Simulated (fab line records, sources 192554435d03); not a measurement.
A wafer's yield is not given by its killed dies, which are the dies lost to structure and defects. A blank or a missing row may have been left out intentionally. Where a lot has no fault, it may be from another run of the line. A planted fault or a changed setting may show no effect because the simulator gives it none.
The tool behind it: which one?	flow n5Finfet	9 lots with 27 wafers sampled at 4 steps, on a route of 1938 steps

== WHAT THE GAUGES SHOWED, per wafer ==
N5_BEOL_M15_RC_MEAS_101. Usual: COMB_M10 1.47e-11 S/m, standard deviation 2.8e-12; COMB_M11 1.42e-11 S/m, standard deviation 2.7e-12; COMB_M12 6.6e-12 S/m, standard deviation 1.4e-12; COMB_M13 4.9e-12 S/m, standard deviation 1e-12; COMB_M14 3.9e-12 S/m, standard deviation 7.3e-13; COMB_M15 2.7e-12 S/m, standard deviation 4.9e-13; COMB_M5 3.6e-11 S/m, standard deviation 7.8e-12; COMB_M6 2.4e-11 S/m, standard deviation 4.5e-12; COMB_M7 2.5e-11 S/m, standard deviation 4.7e-12; COMB_M8 2.6e-11 S/m, standard deviation 5.7e-12; COMB_M9 1.46e-11 S/m, standard deviation 2.8e-12; SERP_M10 3.10 ohm/um, standard deviation 0.079; SERP_M11 3.06 ohm/um, standard deviation 0.075; SERP_M12 0.637 ohm/um, standard deviation 0.015; SERP_M13 0.310 ohm/um, standard deviation 0.0068; SERP_M13_max_site 0.313 ohm/um, standard deviation 0.0068; SERP_M14 0.162 ohm/um, standard deviation 0.004; SERP_M5 39.1 ohm/um, standard deviation 1.9; SERP_M6 13.8 ohm/um, standard deviation 0.56; SERP_M7 13.4 ohm/um, standard deviation 0.55; SERP_M8 13.8 ohm/um, standard deviation 0.5; SERP_M9 3.07 ohm/um, standard deviation 0.086.
lot	measured	on	COMB_M10 (S/m)	COMB_M11 (S/m)	COMB_M12 (S/m)	COMB_M13 (S/m)	COMB_M14 (S/m)	COMB_M15 (S/m)	COMB_M5 (S/m)	COMB_M6 (S/m)	COMB_M7 (S/m)	COMB_M8 (S/m)	COMB_M9 (S/m)	SERP_M10 (ohm/um)	SERP_M11 (ohm/um)	SERP_M12 (ohm/um)	SERP_M13 (ohm/um)	SERP_M13_max_site (ohm/um)	SERP_M14 (ohm/um)	SERP_M5 (ohm/um)	SERP_M6 (ohm/um)	SERP_M7 (ohm/um)	SERP_M8 (ohm/um)	SERP_M9 (ohm/um)	flag
L206	day 12 14:18	prober-02	1.13e-11 9.9e-12 1.14e-11	1.47e-11 1.36e-11 1.05e-11	8.1e-12 6.6e-12 6.6e-12	6.9e-12 5e-12 4.7e-12	4.7e-12 4.6e-12 3.3e-12	3.2e-12 3.3e-12 2.6e-12	2.6e-11 3.8e-11 2.8e-11	2.4e-11 2.6e-11 1.9e-11	3e-11 3e-11 3.2e-11	2.2e-11 2.4e-11 2.5e-11	1.27e-11 1.52e-11 1.62e-11	3.03 3.14 3.10	3.19 3.07 3.10	0.638 0.647 0.630	0.320 0.319 0.305	0.324 0.325 0.311	0.160 0.168 0.161	40.9 42.7 40.0	14.0 14.4 14.2	12.9 13.0 13.1	14.2 13.7 13.8	3.11 3.02 3.06	
L207	day 12 21:29	prober-02	1.6e-11 1.52e-11 2.22e-11	1.73e-11 1.45e-11 1.6e-11	8.4e-12 5.6e-12 6.4e-12	5.9e-12 4.6e-12 6.2e-12	5.1e-12 2.9e-12 3.9e-12	4.1e-12 2.6e-12 2.3e-12	2.8e-11 3.7e-11 3.4e-11	2.2e-11 2.2e-11 3.1e-11	2.4e-11 3.1e-11 3.5e-11	2.5e-11 2.5e-11 2e-11	1.49e-11 1.5e-11 1.02e-11	3.02 2.94 3.01	3.06 3.10 3.11	0.642 0.627 0.622	0.303 0.317 0.305	0.307 0.318 0.310	0.163 0.160 0.166	38.9 37.9 39.5	14.1 13.9 14.4	14.6 13.8 13.6	14.3 13.3 13.6	2.98 3.01 2.98	
L211	day 14 00:38	prober-01	1.33e-11 1.75e-11 1.42e-11	1.54e-11 1.51e-11 1.65e-11	5.7e-12 4.4e-12 6.5e-12	5.4e-12 4.4e-12 4.1e-12	4.2e-12 4.4e-12 3.9e-12	2.6e-12 2.2e-12 2.4e-12	3.2e-11 2.7e-11 2.8e-11	3.5e-11 2.1e-11 2.2e-11	2.5e-11 2.5e-11 2.6e-11	2.2e-11 1.8e-11 1.8e-11	1.25e-11 1.59e-11 1.7e-11	3.19 3.11 3.12	3.06 2.91 3.02	0.628 0.622 0.636	0.306 0.301 0.307	0.309 0.306 0.309	0.161 0.164 0.158	38.5 39.7 38.2	14.1 14.7 12.9	13.4 13.0 13.7	14.0 14.0 15.0	2.99 2.98 2.99	
L212	day 14 06:17	prober-01	1.22e-11 1.34e-11 1.44e-11	1.57e-11 1.12e-11 1.37e-11	7.2e-12 5.4e-12 7e-12	4.7e-12 6.3e-12 6.2e-12	4e-12 3.1e-12 3.6e-12	2.4e-12 3e-12 2.9e-12	3.7e-11 3.4e-11 5.7e-11	2.5e-11 2.2e-11 2.6e-11	2.3e-11 2.7e-11 3.3e-11	3.3e-11 2.3e-11 1.5e-11	1.54e-11 2.34e-11 1.2e-11	3.14 3.13 3.03	2.92 3.05 3.01	0.644 0.615 0.630	0.313 0.311 0.309	0.316 0.317 0.314	0.161 0.160 0.165	36.8 35.2 34.9	13.7 13.9 13.4	12.9 13.5 13.0	13.5 13.1 13.9	3.13 3.12 3.09	
L213	day 14 08:07	prober-02	1.27e-11 1.2e-11 1.1e-11	1.06e-11 1.23e-11 1.37e-11	9.4e-12 6.3e-12 9.6e-12	4.2e-12 4.3e-12 4.2e-12	3.9e-12 3.1e-12 3.9e-12	2.8e-12 2.4e-12 2.8e-12	5.5e-11 3.2e-11 3.3e-11	2.1e-11 2.2e-11 1.7e-11	1.6e-11 1.9e-11 2.7e-11	1.5e-11 2.3e-11 2.6e-11	1.76e-11 1.68e-11 1.4e-11	3.09 3.07 3.06	3.08 3.09 3.14	0.647 0.627 0.617	0.318 0.306 0.317	0.320 0.310 0.320	0.167 0.159 0.165	38.0 37.0 36.6	14.1 13.0 13.4	13.7 12.7 13.5	13.3 13.8 13.6	3.04 3.06 3.02	
L214	day 15 02:05	prober-02	1.74e-11 1.3e-11 1.4e-11	1.85e-11 1.65e-11 1.23e-11	6.5e-12 6.8e-12 6.2e-12	5.3e-12 4.5e-12 6.6e-12	3.6e-12 6.6e-12 3.2e-12	2.9e-12 3e-12 2.6e-12	2.9e-11 3.2e-11 4.3e-11	3.1e-11 2.7e-11 3.5e-11	2.9e-11 2.8e-11 2.9e-11	2.1e-11 1.8e-11 2.1e-11	1.09e-11 1.16e-11 1.81e-11	3.15 3.15 3.11	3.18 3.13 3.09	0.627 0.624 0.646	0.297 0.309 0.309	0.298 0.311 0.313	0.167 0.158 0.165	35.6 39.3 37.4	14.6 14.4 14.6	13.6 14.0 12.8	14.7 14.2 14.7	3.05 3.06 3.10	
L217	day 15 19:22	prober-01	1.61e-11 1.74e-11 1.59e-11	2.24e-11 1.98e-11 1.6e-11	4.8e-12 6.8e-12 6.2e-12	5.1e-12 6e-12 6.6e-12	4.2e-12 4.7e-12 5.2e-12	2.3e-12 2.6e-12 2.8e-12	3.1e-11 3.1e-11 6.3e-11	2.8e-11 2.3e-11 3.4e-11	2.2e-11 2e-11 2.4e-11	1.9e-11 2.6e-11 2.4e-11	1.76e-11 1.57e-11 1.6e-11	3.17 3.21 3.13	3.06 3.08 3.13	0.644 0.643 0.641	0.317 0.317 0.310	0.321 0.321 0.312	0.157 0.163 0.165	39.3 39.8 39.3	13.2 13.7 13.7	14.3 13.4 13.4	13.5 13.7 14.0	3.09 3.10 3.18	
L222	day 16 09:56	prober-01	1.55e-11 1.31e-11 1.85e-11	1.32e-11 1.32e-11 1.19e-11	5.8e-12 6.9e-12 7.5e-12	5.4e-12 5.2e-12 5.8e-12	3.7e-12 3.3e-12 3.9e-12	2.3e-12 2.8e-12 3.3e-12	3.2e-11 3.6e-11 2.8e-11	2.8e-11 1.8e-11 1.5e-11	2.5e-11 2.4e-11 2.7e-11	3.1e-11 2.1e-11 2.6e-11	1.08e-11 1.41e-11 1.56e-11	3.11 3.03 3.16	3.06 3.12 3.14	0.630 0.608 0.606	0.305 0.316 0.314	0.307 0.320 0.315	0.165 0.164 0.163	41.3 37.8 41.2	14.0 14.0 13.7	13.9 14.0 13.5	13.7 13.2 13.7	3.32 3.21 3.16	
L221	day 16 15:25	prober-02	1.27e-11 1.34e-11 1.26e-11	1.32e-11 1.75e-11 1.71e-11	7e-12 6.7e-12 6.5e-12	5e-12 6e-12 4.6e-12	4.5e-12 4e-12 4.4e-12	2.7e-12 2.9e-12 2.5e-12	2.1e-11 4.1e-11 3.9e-11	2.6e-11 1.6e-11 2.2e-11	2e-11 2.1e-11 2.4e-11	3.4e-11 3.7e-11 2.5e-11	1.45e-11 1.29e-11 1.25e-11	3.01 3.16 3.15	3.20 3.04 2.99	0.648 0.643 0.625	0.321 0.308 0.322	0.323 0.314 0.326	0.167 0.163 0.169	41.3 39.7 42.9	13.2 13.5 12.8	13.0 13.5 12.8	14.9 14.5 14.3	3.05 3.01 3.16	

N5_MIM_TOP_LITHO_CD_MEAS_08 targets a cd of 2000 nm. Usual: cdNm 1998.6 nm, standard deviation 1.4.
lot	measured	on	cdNm (nm)	flag
L206	day 12 18:17	cdSem-01	1997.1 1997.7 1996.5	
L207	day 12 23:55	cdSem-02	2000.5 2000.3 1999.7	
L211	day 14 03:59	cdSem-01	1995.9 2000.1 1999.8	
L212	day 14 08:49	cdSem-01	1996.2 1998.0 1997.6	
L213	day 14 11:55	cdSem-02	1997.6 1998.2 1997.9	
L214	day 15 04:59	cdSem-01	1997.3 1997.9 1996.8	
L217	day 15 22:59	cdSem-03	1998.9 1999.5 1999.4	
L222	day 16 15:25	cdSem-02	1997.4 1998.3 1998.7	
L221	day 16 21:45	cdSem-02	2000.5 2000.1 2000.7	

== EACH LOT AND THE TOOL THAT RAN IT (in order: tool; ch and the chambers of the sampled wafers; start) ==
lot	N5_BEOL_M4_ETCH_70	N5_BEOL_M15_SPUTTER_43
L206	rieDiel-05 ch 2,3, day 8 11:47	pvdSputter-01, day 12 12:15
L207	rieDiel-05 ch 1,2, day 9 01:09	pvdSputter-03, day 12 20:07
L211	rieDiel-05 ch 2,3, day 9 19:36	pvdSputter-02, day 13 23:20
L212	rieDiel-05 ch 0,1,2, day 10 00:31	pvdSputter-01, day 14 04:41
L213	rieDiel-02 ch 1,3, day 10 18:05	pvdSputter-03, day 14 06:50
L214	rieDiel-05 ch 0,2,3, day 11 06:36	pvdSputter-03, day 15 00:06
L217	rieDiel-04 ch 0,1,3, day 12 06:43	pvdSputter-03, day 15 17:46
L222	rieDiel-02 ch 0,1,2, day 12 14:16	pvdSputter-03, day 16 08:23
L221	rieDiel-02 ch 1,2,3, day 12 14:52	pvdSputter-02, day 16 14:07
- N5_BEOL_M4_ETCH_70: etches SOC in N2/H2, target depth 80 nm, overetch 24 nm, time 130 s.
- N5_BEOL_M15_SPUTTER_43: material TaN, target thk 15 nm, time 24.19 s.

== AS READ BY THE TOOLS THEMSELVES (means over the sampled wafers that have a number; for cases with no such wafer, the mark the record gives instead) ==
N5_BEOL_M4_ETCH_70. Usual: chamberPressureMTorr 30.005 mTorr (standard deviation 0.026); drypumpMotorCurrentA 5.6 A (standard deviation 0.42); oesProductAu 0.59 a.u. (standard deviation 0.056); rfVppV 524.1 V (standard deviation 2.4); showerheadPlenumPTorr 2.55 Torr (standard deviation 0.085); tempC 40.00 C (standard deviation 0.1); throttleValvePct 17.71 % (standard deviation 0.17).
lot	tool	chamberPressureMTorr (mTorr)	drypumpMotorCurrentA (A)	oesProductAu (a.u.)	rfVppV (V)	showerheadPlenumPTorr (Torr)	tempC (C)	throttleValvePct (%)	flag
L206	rieDiel-05	30.003	5.8	0.52	525.4	2.58	40.04	17.43	
L207	rieDiel-05	30.016	5.7	0.58	525.2	2.58	39.95	17.49	
L211	rieDiel-05	30.031	5.8	0.51	525.1	2.58	40.11	17.44	
L212	rieDiel-05	30.018	5.6	0.61	525.4	2.61	40.06	17.64	
L213	rieDiel-02	29.977	5.4	0.64	524.4	2.57	40.05	17.85	
L214	rieDiel-05	30.022	5.7	0.55	526.0	2.60	40.12	17.61	
L217	rieDiel-04	30.004	5.4	0.60	524.1	2.57	40.10	17.65	
L222	rieDiel-02	29.999	5.8	0.57	523.2	2.52	40.04	17.75	
L221	rieDiel-02	30.015	5.8	0.60	522.6	2.49	40.03	17.84	

N5_BEOL_M15_SPUTTER_43. Usual: throttleValvePct 29.7 %, standard deviation 1.
lot	tool	throttleValvePct (%)	flag
L206	pvdSputter-01	27.7	
L207	pvdSputter-03	29.4	
L211	pvdSputter-02	30.5	
L212	pvdSputter-01	29.2	
L213	pvdSputter-03	29.4	
L214	pvdSputter-03	29.5	
L217	pvdSputter-03	29.3	
L222	pvdSputter-03	29.4	
L221	pvdSputter-02	30.5	

== THE ANSWER, worked out from the rows above alone ==
Rule: a lot counts as off when the mean over its wafers that have a number is more than 3 standard deviations away from the usual mean. A lot without any number at a reading at which 4 lots or more have one is off too. Any other lot the step has rows for is counted as sound. After the gauges, taken in route order, come the tools' own readings; for these a lot's mean is taken, as printed above. The first step at which some lot is off is used, and at that step the reading that is off furthest; a lot without a number counts as furthest.
Nothing can be told from this: no lot is off at any reading shown.

== WHAT HAD BEEN PUT IN BY THE SIMULATOR ==
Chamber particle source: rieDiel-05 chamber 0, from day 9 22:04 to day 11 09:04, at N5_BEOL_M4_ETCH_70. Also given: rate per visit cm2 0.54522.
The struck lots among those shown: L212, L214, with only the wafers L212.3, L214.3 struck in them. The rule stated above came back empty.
